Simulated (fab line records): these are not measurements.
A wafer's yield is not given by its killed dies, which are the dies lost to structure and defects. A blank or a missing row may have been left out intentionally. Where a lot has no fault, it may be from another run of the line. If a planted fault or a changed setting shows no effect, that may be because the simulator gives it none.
8D (eight disciplines) problem report, filled in by code -- flow nandHarc -- the parts of the form that need people (team, actions taken, sign-off) are left out

## 1. WHAT IS WRONG
Wafers without a fault read 999 nm, standard deviation 10; thkNm at NHARC_A_ONON_D1_THK_MEAS_30 reads a mean of 1071 nm on 6 wafers belonging to 2 lots. That is +7.2 standard deviations from the usual mean.
The step: measures by ellipsometry.
The first sign was on wafer L293.2 at day 13 07:08, on filmMetro-02. Wafers with a number at this step in the record: 42, from 14 lots. By rule, "out" or "out of limits" means more than 4 standard deviations away from the usual mean. The rest of the wafers with a number are treated as sound.

## 2. WHAT IT IS; WHAT IT IS NOT
question,is,is not
which readings at this step,thkNm,-
which lots,"L293, L294","L281, L282, L283, L284, L286, L287, L288, L296, L298, L302, L303, L304"
which wafers of those lots,all that have a number,-
read on which gauges,"filmMetro-01, filmMetro-02",-
when,from day 13 07:08,"up to then (21 sound wafers); but 15 sound wafers of L296, L298, L302, L303, L304 came after"

## 3. WHAT RULES OUT EACH SUSPECT
Counting: any tool at a process step up to the reading is kept as a suspect provided that every lot that is out went through it and no sound lot did after the first of them.
- the gauge at NHARC_A_ONON_D1_THK_MEAS_30 is ruled out. Those wafers that are out were read across 2 gauges (filmMetro-01, filmMetro-02).
- pecvdOnon-01 at NHARC_A_ONON_D1_DEP_28 (target thk 1000 nm): ruled out as a lasting fault. The sound lots L302 went through it after L293, its earliest lot that is out (day 13 06:41).
Left after counting: nothing in the record.

## 4. THE CAUSE (what the simulator had put in)
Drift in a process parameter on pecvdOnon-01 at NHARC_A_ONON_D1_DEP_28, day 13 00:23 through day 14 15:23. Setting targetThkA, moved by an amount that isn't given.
The count ruled it out by mistake, since the rule takes a fault to strike every lot its tool runs from the start of the fault on, and this one did not do so.

## 5. THE EFFECT CHAIN, in route order
Each row: a reading whose mean over the struck wafers that have a number lies more than 3 standard deviations from the usual. Scope: only readings with a usual standard deviation given in the record; hours: median across lots of the time from each lot's start at the first step in this table that gives one to its start at this step; sigmas: change in usual standard deviations.
hours,step,reading,usual,on struck wafers,change,sigmas
0,NHARC_A_ONON_D1_THK_MEAS_30,thkNm,999 nm,1071,+72,+7.2

## 6. HOW IT WOULD HAVE BEEN CAUGHT EARLIER
Counted from the fault's start at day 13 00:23, it took 7 hours until the first out-of-limits reading at a measuring or inspecting step in this record, taken at day 13 07:08.
Tool readings at NHARC_A_ONON_D1_DEP_28 with a usual standard deviation given in the record: none out on any struck wafer, hence no alarm at a limit of 4 standard deviations on them.
